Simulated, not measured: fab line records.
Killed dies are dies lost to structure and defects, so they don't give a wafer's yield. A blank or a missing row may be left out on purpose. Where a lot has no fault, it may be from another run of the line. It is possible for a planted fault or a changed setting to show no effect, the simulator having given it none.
Which of the tools did it? || flow n5-finfet || Sampling: 10 lots, 30 wafers, 4 of 1938 route steps

## WHAT EACH GAUGE READ, for each wafer
N5_BEOL_M9_CD_MEAS_28: target cd 70 nm.
{"lot": "L548", "measured": "day 9 22:07", "on": "cd-sem-01", "cd-nm (nm)": "69.69 70.01 69.70"}
{"lot": "L550", "measured": "day 10 07:55", "on": "cd-sem-01", "cd-nm (nm)": "70.10 69.88 69.95"}
{"lot": "L552", "measured": "day 10 16:57", "on": "cd-sem-01", "cd-nm (nm)": "70.25 70.18 70.57"}
{"lot": "L551", "measured": "day 10 15:20", "on": "cd-sem-01", "cd-nm (nm)": "70.19 69.81 70.20"}
{"lot": "L558", "measured": "day 12 08:16", "on": "cd-sem-03", "cd-nm (nm)": "70.59 70.53 70.30"}
{"lot": "L559", "measured": "day 12 16:27", "on": "cd-sem-02", "cd-nm (nm)": "70.14 70.02 69.95"}
{"lot": "L564", "measured": "day 14 14:10", "on": "cd-sem-03", "cd-nm (nm)": "69.92 74.04 69.97"}
{"lot": "L566", "measured": "day 14 18:14", "on": "cd-sem-02", "cd-nm (nm)": "70.26 70.28 70.34"}
{"lot": "L567", "measured": "day 15 07:44", "on": "cd-sem-02", "cd-nm (nm)": "70.19 70.06 70.04"}
{"lot": "L569", "measured": "day 15 23:23", "on": "cd-sem-02", "cd-nm (nm)": "69.88 69.88 69.93"}

## WHAT TOOL EACH LOT RAN ON (gives the tool, then ch and the chambers of the sampled wafers, and finally the start)
{"lot": "L548", "N5_BEOL_M9_ETCH_62": "rie-diel-04 ch 0,2,3, day 9 21:26", "N5_BEOL_M9_STRIP_67": "rie-diel-04 ch 0,2,3, day 9 21:35", "N5_BEOL_M9_EXPOSE_25": "euv-scanner-01 ch 0, day 9 21:59"}
{"lot": "L550", "N5_BEOL_M9_ETCH_62": "rie-diel-04 ch 2,3, day 10 06:56", "N5_BEOL_M9_STRIP_67": "rie-diel-04 ch 2,3, day 10 07:05", "N5_BEOL_M9_EXPOSE_25": "euv-scanner-02 ch 0, day 10 07:47"}
{"lot": "L552", "N5_BEOL_M9_ETCH_62": "rie-diel-04 ch 0,1,3, day 10 12:48", "N5_BEOL_M9_STRIP_67": "rie-diel-04 ch 0,1,3, day 10 12:57", "N5_BEOL_M9_EXPOSE_25": "euv-scanner-01 ch 0, day 10 16:50"}
{"lot": "L551", "N5_BEOL_M9_ETCH_62": "rie-diel-05 ch 1,2,3, day 10 13:16", "N5_BEOL_M9_STRIP_67": "rie-diel-05 ch 1,2,3, day 10 13:25", "N5_BEOL_M9_EXPOSE_25": "euv-scanner-01 ch 0, day 10 15:12"}
{"lot": "L558", "N5_BEOL_M9_ETCH_62": "rie-diel-04 ch 1,2,3, day 12 06:54", "N5_BEOL_M9_STRIP_67": "rie-diel-04 ch 1,2,3, day 12 07:03", "N5_BEOL_M9_EXPOSE_25": "euv-scanner-02 ch 0, day 12 08:08"}
{"lot": "L559", "N5_BEOL_M9_ETCH_62": "rie-diel-06 ch 1,3, day 12 15:14", "N5_BEOL_M9_STRIP_67": "rie-diel-06 ch 1,3, day 12 15:23", "N5_BEOL_M9_EXPOSE_25": "euv-scanner-02 ch 0, day 12 16:20"}
{"lot": "L564", "N5_BEOL_M9_ETCH_62": "rie-diel-06 ch 0,3, day 14 11:45", "N5_BEOL_M9_STRIP_67": "rie-diel-06 ch 0,3, day 14 11:53", "N5_BEOL_M9_EXPOSE_25": "euv-scanner-02 ch 0, day 14 14:04"}
{"lot": "L566", "N5_BEOL_M9_ETCH_62": "rie-diel-05 ch 0,1,3, day 14 15:44", "N5_BEOL_M9_STRIP_67": "rie-diel-05 ch 0,1,3, day 14 15:53", "N5_BEOL_M9_EXPOSE_25": "euv-scanner-01 ch 0, day 14 18:07"}
{"lot": "L567", "N5_BEOL_M9_ETCH_62": "rie-diel-06 ch 0,1,3, day 15 06:29", "N5_BEOL_M9_STRIP_67": "rie-diel-06 ch 0,1,3, day 15 06:38", "N5_BEOL_M9_EXPOSE_25": "euv-scanner-01 ch 0, day 15 07:36"}
{"lot": "L569", "N5_BEOL_M9_ETCH_62": "rie-diel-05 ch 1,3, day 15 20:13", "N5_BEOL_M9_STRIP_67": "rie-diel-05 ch 1,3, day 15 20:22", "N5_BEOL_M9_EXPOSE_25": "euv-scanner-01 ch 0, day 15 23:15"}
- N5_BEOL_M9_ETCH_62: etches SOC in N2/H2, target depth 110 nm, overetch 22 nm, time 165 s.
- N5_BEOL_M9_STRIP_67: strips in CF4.
- N5_BEOL_M9_EXPOSE_25: exposes mask V8.

## WHAT THE TOOLS THEMSELVES READ (means of the sampled wafers that have a number; where no wafer has one, the mark that the record gives instead)
N5_BEOL_M9_ETCH_62.
{"lot": "L548", "tool": "rie-diel-04", "drypump-motor-current-A (A)": 5.8, "oes-product-au (a.u.)": 0.71, "rf-vpp-V (V)": 522.9, "showerhead-plenum-p-Torr (Torr)": 2.50, "throttle-valve-pct (%)": 17.95}
{"lot": "L550", "tool": "rie-diel-04", "drypump-motor-current-A (A)": 6.1, "oes-product-au (a.u.)": 0.74, "rf-vpp-V (V)": 522.8, "showerhead-plenum-p-Torr (Torr)": 2.50, "throttle-valve-pct (%)": 17.95}
{"lot": "L552", "tool": "rie-diel-04", "drypump-motor-current-A (A)": 5.5, "oes-product-au (a.u.)": 0.63, "rf-vpp-V (V)": 523.8, "showerhead-plenum-p-Torr (Torr)": 2.55, "throttle-valve-pct (%)": 17.99}
{"lot": "L551", "tool": "rie-diel-05", "drypump-motor-current-A (A)": 5.4, "oes-product-au (a.u.)": 0.67, "rf-vpp-V (V)": 522.2, "showerhead-plenum-p-Torr (Torr)": 2.48, "throttle-valve-pct (%)": 17.72}
{"lot": "L558", "tool": "rie-diel-04", "drypump-motor-current-A (A)": 5.9, "oes-product-au (a.u.)": 0.73, "rf-vpp-V (V)": 523.2, "showerhead-plenum-p-Torr (Torr)": 2.54, "throttle-valve-pct (%)": 17.85}
{"lot": "L559", "tool": "rie-diel-06", "drypump-motor-current-A (A)": 5.6, "oes-product-au (a.u.)": 0.61, "rf-vpp-V (V)": 521.9, "showerhead-plenum-p-Torr (Torr)": 2.49, "throttle-valve-pct (%)": 17.84}
{"lot": "L564", "tool": "rie-diel-06", "drypump-motor-current-A (A)": 5.4, "oes-product-au (a.u.)": 0.66, "rf-vpp-V (V)": 525.5, "showerhead-plenum-p-Torr (Torr)": 2.62, "throttle-valve-pct (%)": 17.58}
{"lot": "L566", "tool": "rie-diel-05", "drypump-motor-current-A (A)": 5.7, "oes-product-au (a.u.)": 0.61, "rf-vpp-V (V)": 521.9, "showerhead-plenum-p-Torr (Torr)": 2.49, "throttle-valve-pct (%)": 18.00}
{"lot": "L567", "tool": "rie-diel-06", "drypump-motor-current-A (A)": 5.6, "oes-product-au (a.u.)": 0.65, "rf-vpp-V (V)": 523.3, "showerhead-plenum-p-Torr (Torr)": 2.54, "throttle-valve-pct (%)": 17.70}
{"lot": "L569", "tool": "rie-diel-05", "drypump-motor-current-A (A)": 5.5, "oes-product-au (a.u.)": 0.60, "rf-vpp-V (V)": 521.1, "showerhead-plenum-p-Torr (Torr)": 2.41, "throttle-valve-pct (%)": 17.93}

N5_BEOL_M9_STRIP_67.
{"lot": "L548", "tool": "rie-diel-04", "drypump-motor-current-A (A)": 5.7, "oes-product-au (a.u.)": 0.84, "rf-vpp-V (V)": 271.2, "showerhead-plenum-p-Torr (Torr)": 1.76, "throttle-valve-pct (%)": 13.68}
{"lot": "L550", "tool": "rie-diel-04", "drypump-motor-current-A (A)": 6.0, "oes-product-au (a.u.)": 0.87, "rf-vpp-V (V)": 270.6, "showerhead-plenum-p-Torr (Torr)": 1.76, "throttle-valve-pct (%)": 13.67}
{"lot": "L552", "tool": "rie-diel-04", "drypump-motor-current-A (A)": 5.5, "oes-product-au (a.u.)": 0.76, "rf-vpp-V (V)": 271.1, "showerhead-plenum-p-Torr (Torr)": 1.79, "throttle-valve-pct (%)": 13.78}
{"lot": "L551", "tool": "rie-diel-05", "drypump-motor-current-A (A)": 5.4, "oes-product-au (a.u.)": 0.79, "rf-vpp-V (V)": 270.8, "showerhead-plenum-p-Torr (Torr)": 1.76, "throttle-valve-pct (%)": 13.56}
{"lot": "L558", "tool": "rie-diel-04", "drypump-motor-current-A (A)": 5.8, "oes-product-au (a.u.)": 0.87, "rf-vpp-V (V)": 271.6, "showerhead-plenum-p-Torr (Torr)": 1.79, "throttle-valve-pct (%)": 13.60}
{"lot": "L559", "tool": "rie-diel-06", "drypump-motor-current-A (A)": 5.6, "oes-product-au (a.u.)": 0.72, "rf-vpp-V (V)": 270.2, "showerhead-plenum-p-Torr (Torr)": 1.76, "throttle-valve-pct (%)": 13.76}
{"lot": "L564", "tool": "rie-diel-06", "drypump-motor-current-A (A)": 5.4, "oes-product-au (a.u.)": 0.78, "rf-vpp-V (V)": 272.4, "showerhead-plenum-p-Torr (Torr)": 1.84, "throttle-valve-pct (%)": 13.43}
{"lot": "L566", "tool": "rie-diel-05", "drypump-motor-current-A (A)": 5.7, "oes-product-au (a.u.)": 0.72, "rf-vpp-V (V)": 269.3, "showerhead-plenum-p-Torr (Torr)": 1.76, "throttle-valve-pct (%)": 13.82}
{"lot": "L567", "tool": "rie-diel-06", "drypump-motor-current-A (A)": 5.5, "oes-product-au (a.u.)": 0.77, "rf-vpp-V (V)": 271.4, "showerhead-plenum-p-Torr (Torr)": 1.79, "throttle-valve-pct (%)": 13.54}
{"lot": "L569", "tool": "rie-diel-05", "drypump-motor-current-A (A)": 5.6, "oes-product-au (a.u.)": 0.71, "rf-vpp-V (V)": 269.4, "showerhead-plenum-p-Torr (Torr)": 1.71, "throttle-valve-pct (%)": 13.74}

N5_BEOL_M9_EXPOSE_25.
{"lot": "L548", "tool": "euv-scanner-01", "focus-offset-nm (nm)": 0.6}
{"lot": "L550", "tool": "euv-scanner-02", "focus-offset-nm (nm)": -0.5}
{"lot": "L552", "tool": "euv-scanner-01", "focus-offset-nm (nm)": -0.6}
{"lot": "L551", "tool": "euv-scanner-01", "focus-offset-nm (nm)": 0.4}
{"lot": "L558", "tool": "euv-scanner-02", "focus-offset-nm (nm)": -0.4}
{"lot": "L559", "tool": "euv-scanner-02", "focus-offset-nm (nm)": 0.1}
{"lot": "L564", "tool": "euv-scanner-02", "focus-offset-nm (nm)": -0.3}
{"lot": "L566", "tool": "euv-scanner-01", "focus-offset-nm (nm)": 0.3}
{"lot": "L567", "tool": "euv-scanner-01", "focus-offset-nm (nm)": 0.4}
{"lot": "L569", "tool": "euv-scanner-01", "focus-offset-nm (nm)": -0.5}

## THE ANSWER, worked out from the rows above alone
Rule: the lots themselves supply what counts as usual. Put in order of their means at a reading, lots are off if they are a third of the lots or fewer, leave a main group of 4 or more, and stand apart from it by a gap of 3 or more times the standard deviation of the main group's means; of several such gaps the widest counts. If all means in a main group match to the digits the tables above print for the reading, that group is not used. Also off: a lot with no number at a reading for which 4 or more lots have one. All remaining lots with rows at the step are treated as sound. First the gauges in route order, then the tools' own readings, where a lot's mean is used as printed above. The first step at which some lot is off is used, and at that step the reading that is off furthest; a lot without a number counts as furthest.
Off at N5_BEOL_M9_CD_MEAS_28 (cd-nm): L564. Main group: mean 70.11 nm, sd 0.21.
A tool fits if, at a process step before that reading, it ran every lot that is off, and no sound lot after the first of them. Those tools and the gauges at N5_BEOL_M9_CD_MEAS_28 are tried in the same way. Undecided on this evidence; 2 tools fit (euv-scanner-02 at N5_BEOL_M9_EXPOSE_25, cd-sem-03 at N5_BEOL_M9_CD_MEAS_28).

## WHAT WAS PUT IN BY THE SIMULATOR
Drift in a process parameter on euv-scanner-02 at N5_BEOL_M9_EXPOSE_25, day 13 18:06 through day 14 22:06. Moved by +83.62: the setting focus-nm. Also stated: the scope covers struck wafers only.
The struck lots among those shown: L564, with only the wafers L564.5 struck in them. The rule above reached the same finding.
